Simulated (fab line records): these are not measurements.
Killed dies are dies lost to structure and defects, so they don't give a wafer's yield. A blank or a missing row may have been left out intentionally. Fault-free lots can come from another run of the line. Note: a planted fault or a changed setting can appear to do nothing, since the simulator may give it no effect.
fab line records	flow nand_harc
record: lots: 12	wafers: 36	last_day: 34
route steps=1302 shown P_BONDPAD@375 A_BONDPAD@1216 THIN_TSV@1244 END@1302
lots that met no fault: from a run of the same line without faults
start_h: start of the lot's first displayed wafer, in hours after the record's first day	wait_h: how many hours have passed since the lot's step before this one	" unchanged from the row above	L1.1+2: one row covering several wafers at once	- either no value or no given start	* or withheld: withheld	< > ~ a bound
route shown NAME@n: NAME is a module with steps in the file, n the number in the route of the first one	usual: the fault-free wafers' mean and standard deviation	same: alike in all rows	chamber/n: place in a boat	sites: readings site by site	_std_site: standard deviation of those values	_edge_site: outer sites' mean less inner sites'	radius_mm: how far each site lies from the wafer's centre	mask NAME#n: copy n	behind: the tool/chamber that last shaped the wafer	hold: the reason the lot was held/the length of the hold in hours/how it ended	device: which transistor (n, p or np) failed to switch	end of line: the route-end tests of the same wafers	for a step that has no rows: nothing shown but its recipe	killed: not the wafer's yield, but the dies lost to structure and defects at the first sort	map: a wafer's dies, marking killed ones x, the rest . and places with no die _
set.NAME: setting as actually run; set.NAME@STEP: the setting as run at that earlier step	model.NAME: the simulator's own value behind a step, which no gauge read
the route's steps for a sample of lots (tables are steps, rows are wafers)
services: when a tool's chamber went out of use (start_h, in hours from the record's first day, below 0 if earlier), for how many hours, and the reason
== steps ==
step: NHARC_P_BONDPAD_PRE_CLEAN_26
recipe: time_s: 30	temp_c: 280	gas: H2/He
usual: heater_power_w: 421/45
lot.wafer	tool	chamber	start_h	wait_h	heater_power_w
L580.2	pvd_sputter-01	-	131.85	-	451
L580.6	"	-	"	"	364
L580.5	"	-	"	"	353
L581.2	pvd_sputter-01	-	143.87	-	353
L581.5	"	-	"	"	449
L581.6	"	-	"	"	404
L582.1	pvd_sputter-01	-	165.49	-	373
L582.2	"	-	"	"	441
L582.6	"	-	"	"	386
L583.1	pvd_sputter-02	-	170.64	-	512
L583.3	"	-	"	"	442
L583.5	"	-	"	"	499
L584.3	pvd_sputter-02	-	174.39	-	379
L584.2	"	-	"	"	445
L584.4	"	-	"	"	403
L586.3	pvd_sputter-01	-	200.84	-	456
L586.6	"	-	"	"	341
L586.5	"	-	"	"	444
L587.4	pvd_sputter-03	-	202.93	-	435
L587.5	"	-	"	"	403
L587.6	"	-	"	"	415
L589.2	pvd_sputter-03	-	221.21	-	393
L589.3	"	-	"	"	484
L589.6	"	-	"	"	394
L591.3	pvd_sputter-02	-	250.41	-	395
L591.1	"	-	"	"	502
L591.6	"	-	"	"	502
L596.4	pvd_sputter-01	-	296.04	-	474
L596.1	"	-	"	"	382
L596.6	"	-	"	"	419
L599.4	pvd_sputter-01	-	331.53	-	478
L599.5	"	-	"	"	415
L599.6	"	-	"	"	380
L603.2	pvd_sputter-03	-	363.97	-	427
L603.3	"	-	"	"	489
L603.5	"	-	"	"	394
step: NHARC_A_BONDPAD_OVL_MEAS_35
usual: overlay_x_nm: 0/5.9	overlay_y_nm: -1/5.9
lot.wafer	tool	chamber	start_h	wait_h	overlay_x_nm	overlay_y_nm
L580.2	overlay-02	-	522.06	-	-6	-4
L580.5	"	-	"	"	-6	-4
L580.6	"	-	"	"	-6	-5
L581.2	overlay-02	-	537.20	-	15	7
L581.5	"	-	"	"	14	7
L581.6	"	-	"	"	14	7
L582.1	overlay-01	-	557.99	-	5	-15
L582.2	"	-	"	"	5	-15
L582.6	"	-	"	"	5	-14
L583.1	overlay-01	-	562.47	-	-1	-1
L583.3	"	-	"	"	-1	-2
L583.5	"	-	"	"	-1	-2
L584.2	overlay-01	-	564.41	-	6	3
L584.3	"	-	"	"	7	3
L584.4	"	-	"	"	7	3
L586.3	overlay-01	-	597.33	-	1	3
L586.5	"	-	"	"	0	3
L586.6	"	-	"	"	0	2
L587.4	overlay-02	-	600.99	-	-1	2
L587.5	"	-	"	"	-1	1
L587.6	"	-	"	"	-1	2
L589.2	overlay-02	-	620.52	-	-4	4
L589.3	"	-	"	"	-4	4
L589.6	"	-	"	"	-4	4
L591.1	overlay-01	-	634.37	-	-8	-4
L591.3	"	-	"	"	-7	-4
L591.6	"	-	"	"	-7	-4
L596.1	overlay-01	-	676.56	-	4	7
L596.4	"	-	"	"	3	6
L596.6	"	-	"	"	3	6
L599.4	overlay-02	-	730.68	-	-2	-1
L599.5	"	-	"	"	-2	-1
L599.6	"	-	"	"	-2	0
L603.2	overlay-02	-	780.92	-	-4	-3
L603.3	"	-	"	"	-4	-3
L603.5	"	-	"	"	-5	-3
step: NHARC_A_BONDPAD_STRIP_15
recipe: o2_flow_sccm: 500	ar_flow_sccm: 0	bias_w: 0	chemistry: O2
usual: drypump_motor_current_A: 5.9/0.65	oes_product_au: 1.000/0.011	rf_vpp_V: 57.7/0.83	showerhead_plenum_p_Torr: 3.46/0.1	throttle_valve_pct: 17.036/0.0082
same: bias_w: 0
lot.wafer	tool	chamber	start_h	wait_h	drypump_motor_current_A	oes_product_au	rf_hours_counter_h	rf_vpp_V	showerhead_plenum_p_Torr	throttle_valve_pct
L580.2	rie_diel-09	0	522.60	0.1	6.4	1.016	4	57.4	3.33	17.028
L580.5	"	3	"	"	6.0	1.002	-	58.1	3.64	17.052
L580.6	"	0	"	"	6.5	1.006	-	56.1	3.33	17.038
L581.2	rie_diel-10	0	537.76	0.1	5.8	0.994	2	57.8	3.63	17.041
L581.6	"	1	"	"	4.9	0.989	-	56.6	3.35	17.045
L581.5	"	2	"	"	5.5	0.977	-	58.9	3.53	17.029
L582.1	rie_diel-12	0	558.56	0.1	6.7	1.006	18	57.1	3.48	17.038
L582.2	"	2	"	"	5.5	1.012	20	56.2	3.55	17.022
L582.6	"	1	"	"	6.7	1.011	-	57.0	3.36	17.023
L583.3	rie_diel-12	0	562.99	0.1	6.6	1.001	18	57.2	3.48	17.038
L583.1	"	3	"	"	5.8	1.013	20	57.0	3.37	17.036
L583.5	"	1	"	"	6.7	1.000	-	58.5	3.36	17.029
L584.4	rie_diel-12	1	564.92	0.1	6.8	1.007	18	56.2	3.36	17.032
L584.2	"	2	"	"	5.5	1.020	20	57.8	3.55	17.032
L584.3	"	3	"	"	5.8	1.015	20	57.4	3.37	17.042
L586.3	rie_diel-12	0	597.86	0.1	6.6	1.001	26	58.7	3.48	17.028
L586.6	"	3	"	"	5.8	1.015	-	56.8	3.37	17.028
L586.5	"	0	"	"	6.6	0.998	-	57.7	3.48	17.033
L587.6	rie_diel-12	2	601.61	0.1	5.5	1.006	-	57.5	3.54	17.033
L587.4	"	0	"	"	6.7	0.989	-	58.1	3.48	17.044
L587.5	"	1	"	"	6.7	0.997	-	56.5	3.36	17.029
L589.3	rie_diel-10	1	621.04	0.1	4.9	0.988	0	58.2	3.35	17.040
L589.2	"	2	"	"	5.4	0.983	0	57.6	3.53	17.035
L589.6	"	1	"	"	4.9	0.977	-	57.2	3.35	17.035
L591.1	rie_diel-12	1	634.90	0.1	6.7	0.996	1	57.4	3.35	17.034
L591.3	"	2	"	"	5.5	1.001	1	58.0	3.54	17.028
L591.6	"	0	"	"	6.7	0.987	-	56.7	3.47	17.032
L596.1	rie_diel-10	0	677.09	0.1	5.8	1.004	2	55.8	3.63	17.049
L596.4	"	2	"	"	5.4	0.992	2	56.7	3.53	17.029
L596.6	"	3	"	"	4.8	1.014	-	56.0	3.47	17.034
L599.4	rie_diel-09	3	731.21	0.1	6.0	1.011	12	57.8	3.60	17.043
L599.5	"	2	"	"	6.3	1.009	-	57.6	3.32	17.051
L599.6	"	3	"	"	6.0	1.009	-	57.4	3.60	17.032
L603.2	rie_diel-12	2	781.43	0.1	5.6	0.987	25	59.1	3.53	17.031
L603.3	"	1	"	"	6.7	0.981	27	56.4	3.34	17.038
L603.5	"	2	"	"	5.6	0.981	-	57.3	3.53	17.045
step: NHARC_THIN_TSV_GRIND_00
recipe: target_thk_um: 6
usual: motor_current_A: 12.002/0.021	slurry_flow_ml_min: 149.9/0.51
lot.wafer	tool	chamber	start_h	wait_h	hold	motor_current_A	slurry_flow_ml_min
L580.2	grinder-01	0	535.04	1.5	-	11.992	149.2
L580.5	"	0	"	"	-	12.010	150.3
L580.6	"	0	"	"	-	12.016	149.7
L581.2	grinder-01	0	549.85	0.3	-	11.992	150.7
L581.5	"	0	"	"	-	11.994	151.0
L581.6	"	0	"	"	-	12.015	149.7
L582.1	grinder-01	0	570.44	0.1	-	11.988	150.7
L582.2	"	0	"	"	-	12.031	150.1
L582.6	"	0	"	"	-	11.990	151.4
L583.1	grinder-01	0	574.60	0.1	-	12.017	149.9
L583.3	"	0	"	"	-	11.997	150.0
L583.5	"	0	"	"	-	12.019	150.7
L584.2	grinder-01	0	576.00	1.5	-	12.005	150.2
L584.3	"	0	"	"	-	12.010	150.8
L584.4	"	0	"	"	-	11.967	150.1
L586.3	grinder-01	0	610.05	0.5	-	12.015	149.8
L586.5	"	0	"	"	-	12.032	150.0
L586.6	"	0	"	"	-	11.974	150.0
L587.4	grinder-01	0	614.32	0.7	-	12.042	150.1
L587.5	"	0	"	"	-	12.031	149.9
L587.6	"	0	"	"	-	12.048	150.5
L589.2	grinder-01	0	633.17	0.3	-	12.024	150.3
L589.3	"	0	"	"	-	12.007	150.1
L589.6	"	0	"	"	-	12.013	150.8
L591.1	grinder-01	0	646.69	0.1	-	11.984	149.8
L591.3	"	0	"	"	-	12.023	150.0
L591.6	"	0	"	"	-	11.980	150.3
L596.1	grinder-01	0	691.76	0.1	-	12.014	150.2
L596.4	"	0	"	"	-	12.021	150.0
L596.6	"	0	"	"	-	12.032	150.2
L599.4	grinder-01	0	744.60	2.7	await_dispo/1.6h/release	11.987	149.9
L599.5	"	0	"	"	await_dispo/1.6h/release	12.020	150.2
L599.6	"	0	"	"	await_dispo/1.6h/release	12.016	150.4
L603.2	grinder-01	0	795.74	1.5	-	12.005	148.9
L603.3	"	0	"	"	-	11.960	149.2
L603.5	"	0	"	"	-	11.992	149.3
step: NHARC_END_SORT_01
recipe: temp_c: 25
usual: defect_limited_yield: 90.6/2.9	killed_at_array: 59/20	killed_at_other: 0.8/1.2	killed_at_periphery: 3.5/2.2	killed_dies: 63/20	killed_open: 3.3/1.8	killed_short: 2.6/1.7
same: gross_dies: 677
lot.wafer	tool	chamber	start_h	wait_h	hold	defect_limited_yield[%]	killed_at_array	killed_at_other	killed_at_periphery	killed_dies	killed_open	killed_short
L580.2	prober-01	0	552.69	2.8	-	94.1	40	0	0	40	2	3
L580.5	prober-01	0	555.10	3.7	-	93.8	40	1	1	42	1	0
L580.6	prober-01	0	555.90	4.0	-	93.8	36	0	6	42	2	2
L581.2	prober-01	0	568.45	2.8	-	92.3	50	0	2	52	3	4
L581.5	prober-01	0	570.81	3.6	-	92.3	50	0	2	52	1	0
L581.6	prober-01	0	571.59	3.9	-	91.3	53	0	6	59	3	1
L582.1	prober-02	0	587.88	2.5	-	89.8	65	0	4	69	1	1
L582.2	prober-02	0	588.68	2.8	-	87.0	85	0	3	88	3	7
L582.6	prober-02	0	591.91	4.0	-	87.4	80	1	4	85	8	3
L583.1	prober-01	0	592.37	2.5	-	89.2	71	0	2	73	0	1
L583.3	prober-01	0	593.95	3.1	-	89.5	68	0	3	71	5	2
L583.5	prober-01	0	595.52	3.6	-	88.3	79	0	0	79	2	1
L584.2	prober-02	0	596.53	2.8	-	92.9	39	5	4	48	5	4
L584.3	prober-02	0	597.32	3.1	-	93.6	37	2	4	43	2	2
L584.4	prober-02	0	598.12	3.4	-	93.6	38	3	2	43	2	4
L586.3	prober-01	0	628.66	3.1	-	86.3	87	4	2	93	1	4
L586.5	prober-01	0	630.27	3.7	-	88.3	74	2	3	79	2	5
L586.6	prober-01	0	631.08	4.0	-	86.6	84	3	4	91	6	3
L587.4	prober-02	0	637.23	3.4	-	89.8	68	0	1	69	2	0
L587.5	prober-02	0	638.03	3.7	-	87.0	85	1	2	88	4	2
L587.6	prober-02	0	638.83	4.0	-	89.2	72	0	1	73	3	1
L589.2	prober-02	0	651.30	2.8	-	85.5	96	1	1	98	3	1
L589.3	prober-02	0	652.09	3.1	-	87.1	81	3	3	87	3	2
L589.6	prober-02	0	654.47	4.0	-	84.5	99	3	3	105	2	3
L591.1	prober-01	0	664.84	2.5	-	91.4	51	0	7	58	3	1
L591.3	prober-01	0	666.42	3.1	-	93.4	40	1	4	45	0	1
L591.6	prober-01	0	668.79	4.0	-	91.7	52	0	4	56	1	1
L596.1	prober-02	0	709.96	2.5	-	87.3	83	0	3	86	6	4
L596.4	prober-02	0	712.37	3.4	-	88.0	70	1	10	81	4	6
L596.6	prober-02	0	713.97	4.0	-	88.3	73	0	6	79	5	2
L599.4	prober-01	0	771.33	3.4	await_dispo/2.8h/release	87.7	76	2	5	83	7	3
L599.5	prober-01	0	772.12	3.7	await_dispo/2.8h/release	89.7	60	3	7	70	2	3
L599.6	prober-01	0	772.92	4.0	await_dispo/2.8h/release	78.9	60	2	81	143	2	2
L603.2	prober-01	0	816.53	2.8	-	90.8	61	0	1	62	0	3
L603.3	prober-01	0	817.32	3.1	-	89.8	68	0	1	69	3	0
L603.5	prober-01	0	818.89	3.7	-	90.3	66	0	0	66	4	1
killed by level:class
L580.2 A_CHANNEL_HOLE_D2:chamber_film_flake=28 A_ONON_D1:geometric_particle:short=2 A_ONON_D1:geometric_particle:open=2 A_STAIRCASE:chamber_film_flake=2 A_CONTACT:chamber_film_flake=2 A_DECK1_JOINT:geometric_particle:short=1 A_CHANNEL_FILL_D1:chamber_film_flake=1 A_DECK1_JOINT:chamber_film_flake=1
L580.5 A_CHANNEL_HOLE_D2:chamber_film_flake=24 A_CONTACT:chamber_film_flake=6 A_CHANNEL_HOLE_D1:chamber_film_flake=4 A_DECK1_JOINT:chamber_film_flake=2 A_STAIRCASE:chamber_film_flake=2 A_BLC:geometric_particle:open=1 P_BONDPAD:chamber_film_flake=1 A_CHANNEL_FILL_D2:chamber_film_flake=1
L580.6 A_CHANNEL_HOLE_D2:chamber_film_flake=23 A_CONTACT:chamber_film_flake=5 P_GATE:chamber_film_flake=3 A_STAIRCASE:chamber_film_flake=3 P_BONDPAD:chamber_film_flake=2 A_DECK1_JOINT:chamber_film_flake=2 P_CONTACT:geometric_particle:open=1 A_ONON_D1:geometric_particle:short=1
L581.2 A_CHANNEL_HOLE_D1:chamber_film_flake=21 A_CHANNEL_HOLE_D2:chamber_film_flake=9 A_STAIRCASE:chamber_film_flake=4 A_DECK1_JOINT:chamber_film_flake=3 A_CONTACT:chamber_film_flake=3 A_ONON_D1:geometric_particle:short=2 A_SGD_CUT:chamber_film_flake=2 P_M2:geometric_particle:short=1
L581.5 A_CHANNEL_HOLE_D1:chamber_film_flake=34 A_CHANNEL_HOLE_D2:chamber_film_flake=7 A_CONTACT:chamber_film_flake=3 A_STAIRCASE:chamber_film_flake=2 A_WL_FILL:chamber_film_flake=2 A_M0:geometric_particle:open=1 P_ZERO_WELL:chamber_film_flake=1 P_GATE:chamber_film_flake=1
L581.6 A_CHANNEL_HOLE_D1:chamber_film_flake=26 A_CHANNEL_HOLE_D2:chamber_film_flake=7 A_CONTACT:chamber_film_flake=5 A_STAIRCASE:chamber_film_flake=4 A_ZERO_WELL:chamber_film_flake=3 A_WL_FILL:chamber_film_flake=3 P_CONTACT:geometric_particle:open=2 P_STI:chamber_film_flake=2
L582.1 A_CHANNEL_HOLE_D2:chamber_film_flake=26 A_SLIT:chamber_film_flake=25 A_CONTACT:chamber_film_flake=6 A_STAIRCASE:chamber_film_flake=4 P_ZERO_WELL:chamber_film_flake=2 A_CHANNEL_HOLE_D1:chamber_film_flake=2 P_M0:geometric_particle:open=1 A_CONTACT:geometric_particle:short=1
L582.2 A_CHANNEL_HOLE_D2:chamber_film_flake=36 A_SLIT:chamber_film_flake=30 A_CONTACT:chamber_film_flake=4 P_GATE:chamber_film_flake=3 A_CHANNEL_FILL_D2:geometric_particle:open=2 A_WL_FILL:geometric_particle:short=2 A_BLC:geometric_particle:short=2 A_STAIRCASE:chamber_film_flake=2
L582.6 A_CHANNEL_HOLE_D2:chamber_film_flake=32 A_SLIT:chamber_film_flake=26 A_CHANNEL_HOLE_D1:chamber_film_flake=6 A_STAIRCASE:chamber_film_flake=3 A_ONON_D2:geometric_particle:open=2 A_WL_FILL:geometric_particle:short=2 A_CONTACT:chamber_film_flake=2 P_CONTACT:geometric_particle:open=1
L583.1 A_SLIT:chamber_film_flake=33 A_CHANNEL_HOLE_D1:chamber_film_flake=28 A_CHANNEL_HOLE_D2:chamber_film_flake=7 A_ONON_D1:geometric_particle:short=1 P_STI:chamber_film_flake=1 P_GATE:chamber_film_flake=1 A_ZERO_WELL:chamber_film_flake=1 A_STAIRCASE:chamber_film_flake=1
L583.3 A_SLIT:chamber_film_flake=30 A_CHANNEL_HOLE_D1:chamber_film_flake=21 A_CHANNEL_HOLE_D2:chamber_film_flake=3 A_STAIRCASE:chamber_film_flake=3 A_ONON_D1:geometric_particle:open=2 A_CONTACT:chamber_film_flake=2 P_CONTACT:geometric_particle:short=1 A_SOURCE_PLATE:geometric_particle:short=1
L583.5 A_CHANNEL_HOLE_D1:chamber_film_flake=33 A_SLIT:chamber_film_flake=30 A_CHANNEL_HOLE_D2:chamber_film_flake=9 A_WL_FILL:chamber_film_flake=2 A_ONON_D1:geometric_particle:open=1 A_CHANNEL_HOLE_D1:geometric_particle:short=1 A_WL_FILL:geometric_particle:open=1 A_CHANNEL_FILL_D1:chamber_film_flake=1
L584.2 A_CHANNEL_HOLE_D2:chamber_film_flake=24 THIN_TSV:chamber_film_flake=5 A_CONTACT:chamber_film_flake=4 P_CONTACT:geometric_particle:open=2 P_ZERO_WELL:chamber_film_flake=2 A_STAIRCASE:chamber_film_flake=2 A_ONON_D1:geometric_particle:short=1 A_CHANNEL_HOLE_D1:geometric_particle:short=1
L584.3 A_CHANNEL_HOLE_D2:chamber_film_flake=20 A_CONTACT:chamber_film_flake=5 A_STAIRCASE:chamber_film_flake=4 A_CHANNEL_HOLE_D1:chamber_film_flake=3 P_GATE:chamber_film_flake=2 A_SLIT:chamber_film_flake=2 THIN_TSV:chamber_film_flake=2 P_CONTACT:geometric_particle:open=1
L584.4 A_CHANNEL_HOLE_D2:chamber_film_flake=25 A_CONTACT:chamber_film_flake=4 THIN_TSV:chamber_film_flake=3 A_CHANNEL_FILL_D2:geometric_particle:short=2 A_CHANNEL_HOLE_D1:chamber_film_flake=2 P_GATE:geometric_particle:open=1 A_CHANNEL_FILL_D1:geometric_particle:short=1 A_CHANNEL_HOLE_D2:geometric_particle:short=1
L586.3 A_CHANNEL_HOLE_D2:chamber_film_flake=39 A_SLIT:chamber_film_flake=28 A_STAIRCASE:chamber_film_flake=5 THIN_TSV:chamber_film_flake=4 A_CHANNEL_HOLE_D1:chamber_film_flake=3 A_WL_FILL:chamber_film_flake=3 A_CONTACT:chamber_film_flake=3 A_DECK1_JOINT:geometric_particle:short=2
L586.5 A_SLIT:chamber_film_flake=32 A_CHANNEL_HOLE_D2:chamber_film_flake=21 A_STAIRCASE:chamber_film_flake=7 A_CHANNEL_HOLE_D1:chamber_film_flake=3 A_SGD_CUT:chamber_film_flake=3 A_CONTACT:chamber_film_flake=2 P_CONTACT:geometric_particle:short=1 P_CONTACT:geometric_particle:open=1
L586.6 A_SLIT:chamber_film_flake=34 A_CHANNEL_HOLE_D2:chamber_film_flake=30 A_CHANNEL_HOLE_D1:chamber_film_flake=4 A_M0:geometric_particle:open=3 A_ZERO_WELL:chamber_film_flake=3 THIN_TSV:chamber_film_flake=3 A_STAIRCASE:chamber_film_flake=3 P_CONTACT:geometric_particle:open=1
L587.4 A_SLIT:chamber_film_flake=30 A_CHANNEL_HOLE_D1:chamber_film_flake=23 A_CHANNEL_HOLE_D2:chamber_film_flake=9 A_STAIRCASE:chamber_film_flake=4 P_GATE:geometric_particle:open=1 A_ONON_D1:geometric_particle:open=1 A_CONTACT:chamber_film_flake=1
L587.5 A_SLIT:chamber_film_flake=37 A_CHANNEL_HOLE_D1:chamber_film_flake=30 A_CHANNEL_HOLE_D2:chamber_film_flake=9 A_ONON_D1:geometric_particle:open=2 A_DECK1_JOINT:geometric_particle:open=1 A_ONON_D2:geometric_particle:open=1 A_SGD_CUT:geometric_particle:short=1 A_SLIT:geometric_particle:short=1
L587.6 A_SLIT:chamber_film_flake=33 A_CHANNEL_HOLE_D1:chamber_film_flake=23 A_CHANNEL_HOLE_D2:chamber_film_flake=9 A_CONTACT:chamber_film_flake=2 P_M0:geometric_particle:open=1 A_ONON_D1:geometric_particle:short=1 A_ONON_D1:geometric_particle:open=1 A_CONTACT:geometric_particle:open=1
L589.2 A_CHANNEL_HOLE_D1:chamber_film_flake=40 A_SLIT:chamber_film_flake=34 A_CHANNEL_HOLE_D2:chamber_film_flake=12 A_DECK1_JOINT:chamber_film_flake=3 A_ZERO_WELL:chamber_film_flake=2 P_M0:geometric_particle:open=1 A_WL_FILL:geometric_particle:open=1 A_M0:geometric_particle:open=1
L589.3 A_SLIT:chamber_film_flake=32 A_CHANNEL_HOLE_D1:chamber_film_flake=26 A_CHANNEL_HOLE_D2:chamber_film_flake=15 A_DECK1_JOINT:chamber_film_flake=2 THIN_TSV:chamber_film_flake=2 P_GATE:geometric_particle:open=1 P_CONTACT:geometric_particle:open=1 A_ONON_D1:geometric_particle:short=1
L589.6 A_CHANNEL_HOLE_D1:chamber_film_flake=41 A_SLIT:chamber_film_flake=32 A_CHANNEL_HOLE_D2:chamber_film_flake=13 A_STAIRCASE:chamber_film_flake=3 A_BONDPAD:chamber_film_flake=3 THIN_TSV:chamber_film_flake=3 A_DECK1_JOINT:chamber_film_flake=2 P_GATE:geometric_particle:short=1
L591.1 A_CHANNEL_HOLE_D1:chamber_film_flake=29 A_ZERO_WELL:chamber_film_flake=6 A_CONTACT:chamber_film_flake=4 A_BLC:chamber_film_flake=4 P_GATE:chamber_film_flake=3 A_SLIT:chamber_film_flake=3 A_CHANNEL_FILL_D2:chamber_film_flake=2 A_STAIRCASE:chamber_film_flake=2
L591.3 A_CHANNEL_HOLE_D1:chamber_film_flake=24 A_CONTACT:chamber_film_flake=5 A_STAIRCASE:chamber_film_flake=3 P_GATE:chamber_film_flake=2 A_BONDPAD:chamber_film_flake=2 A_CHANNEL_FILL_D2:geometric_particle:short=1 P_ZERO_WELL:chamber_film_flake=1 P_M1:chamber_film_flake=1
L591.6 A_CHANNEL_HOLE_D1:chamber_film_flake=33 A_CONTACT:chamber_film_flake=4 A_BLC:chamber_film_flake=4 P_GATE:chamber_film_flake=3 A_ZERO_WELL:chamber_film_flake=3 A_CHANNEL_FILL_D2:chamber_film_flake=2 A_STAIRCASE:chamber_film_flake=2 A_WL_FILL:geometric_particle:short=1
L596.1 A_SLIT:chamber_film_flake=26 A_CHANNEL_HOLE_D2:chamber_film_flake=14 A_CONTACT:chamber_film_flake=13 A_CHANNEL_HOLE_D1:chamber_film_flake=10 A_STAIRCASE:chamber_film_flake=9 A_M0:geometric_particle:open=3 A_ONON_D1:geometric_particle:short=1 A_CHANNEL_FILL_D1:geometric_particle:short=1
L596.4 A_SLIT:chamber_film_flake=27 A_CHANNEL_HOLE_D2:chamber_film_flake=22 P_M2:chamber_film_flake=7 A_CONTACT:chamber_film_flake=7 A_STAIRCASE:chamber_film_flake=4 A_SOURCE_PLATE:geometric_particle:short=2 A_CHANNEL_HOLE_D1:chamber_film_flake=2 P_CONTACT:geometric_particle:short=1
L596.6 A_SLIT:chamber_film_flake=29 A_CHANNEL_HOLE_D2:chamber_film_flake=19 A_STAIRCASE:chamber_film_flake=7 A_CHANNEL_HOLE_D1:chamber_film_flake=5 A_CONTACT:chamber_film_flake=5 P_M2:chamber_film_flake=3 A_M0:geometric_particle:open=2 P_GATE:chamber_film_flake=2
L599.4 A_CHANNEL_HOLE_D2:chamber_film_flake=29 A_SLIT:chamber_film_flake=22 A_CHANNEL_HOLE_D1:chamber_film_flake=12 P_STI:chamber_film_flake=3 A_STAIRCASE:chamber_film_flake=3 P_STI:geometric_particle:open=1 A_ONON_D1:geometric_particle:open=1 A_CHANNEL_FILL_D1:geometric_particle:open=1
L599.5 A_SLIT:chamber_film_flake=27 A_CHANNEL_HOLE_D2:chamber_film_flake=18 A_CHANNEL_HOLE_D1:chamber_film_flake=7 P_M2:chamber_film_flake=3 THIN_TSV:chamber_film_flake=3 P_GATE:chamber_film_flake=2 A_STAIRCASE:chamber_film_flake=2 P_M1:geometric_particle:open=1
L599.6 P_BONDPAD:unspecified=80 A_CHANNEL_HOLE_D2:chamber_film_flake=21 A_SLIT:chamber_film_flake=21 A_CHANNEL_HOLE_D1:chamber_film_flake=8 A_DECK1_JOINT:chamber_film_flake=2 A_STAIRCASE:chamber_film_flake=2 A_CONTACT:chamber_film_flake=2 THIN_TSV:chamber_film_flake=2
L603.2 A_SLIT:chamber_film_flake=30 A_CHANNEL_HOLE_D2:chamber_film_flake=27 P_CONTACT:geometric_particle:short=1 A_DECK1_JOINT:geometric_particle:short=1 A_CHANNEL_HOLE_D2:geometric_particle:short=1 A_WL_FILL:chamber_film_flake=1 A_CONTACT:chamber_film_flake=1
L603.3 A_SLIT:chamber_film_flake=35 A_CHANNEL_HOLE_D2:chamber_film_flake=20 A_CONTACT:chamber_film_flake=5 A_WL_FILL:chamber_film_flake=3 A_STAIRCASE:chamber_film_flake=2 P_STI:geometric_particle:open=1 A_ONON_D2:geometric_particle:open=1 A_SGD_CUT:geometric_particle:open=1
L603.5 A_SLIT:chamber_film_flake=32 A_CHANNEL_HOLE_D2:chamber_film_flake=25 A_ONON_D1:geometric_particle:open=1 A_DECK1_JOINT:geometric_particle:open=1 A_SGD_CUT:geometric_particle:open=1 A_CONTACT:geometric_particle:short=1 A_M0:geometric_particle:open=1 A_DECK1_JOINT:chamber_film_flake=1
== services ==
tool	chamber	start_h	hours	kind
rie_diel-12	2	121.29	4.2	repair
grinder-01	-	145.58	4.7	repair
grinder-01	-	255.62	2.0	repair
rie_diel-12	-	268.45	9.0	pm
grinder-01	-	271.31	1.4	repair
rie_diel-12	0	320.12	4.0	repair
rie_diel-12	-	336.01	3.4	repair
rie_diel-12	0	357.04	10.0	repair
rie_diel-12	-	364.47	4.9	repair
rie_diel-12	0	390.47	3.5	repair
rie_diel-12	1	405.98	4.8	repair
rie_diel-12	0	406.11	2.1	repair
grinder-01	-	422.04	1.1	repair
rie_diel-12	-	445.58	9.0	pm
rie_diel-12	1	487.93	6.1	repair
grinder-01	-	503.98	4.1	repair
rie_diel-12	0	508.71	7.2	repair
rie_diel-12	3	598.73	8.6	repair
grinder-01	-	622.10	1.1	repair
rie_diel-12	-	622.58	9.0	pm
rie_diel-12	2	654.34	7.6	repair
rie_diel-12	3	686.72	7.7	repair
grinder-01	-	736.00	8.0	pm
grinder-01	-	770.86	2.2	repair
== key ==
first_sign: step: NHARC_END_SORT_01	reading: killed_at_periphery	direction: up	sigmas: 35	usual: 3.5	struck: 81
effect: step: NHARC_END_SORT_01	reading: defect_limited_yield	direction: down	sigmas: 4	usual: 90.6	struck: 78.9
more_kills_born_at: NHARC_P_BONDPAD_PRE_CLEAN_26@pvd_sputter-01: 80
met_at NHARC_P_BONDPAD_PRE_CLEAN_26
struck_lots L599
struck_wafers L599.6
not_acting_at NHARC_A_BONDPAD_OVL_MEAS_35,NHARC_A_BONDPAD_STRIP_15
onset_between 296.04 331.53
fault: kind: chamber_particle_source	tool: pvd_sputter-01	chamber: -	onset_h: 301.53	steps: NHARC_P_BONDPAD_PRE_CLEAN_26	rate_per_visit_cm2: 0.75206	end_h: 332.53	scope: struck_wafers_only
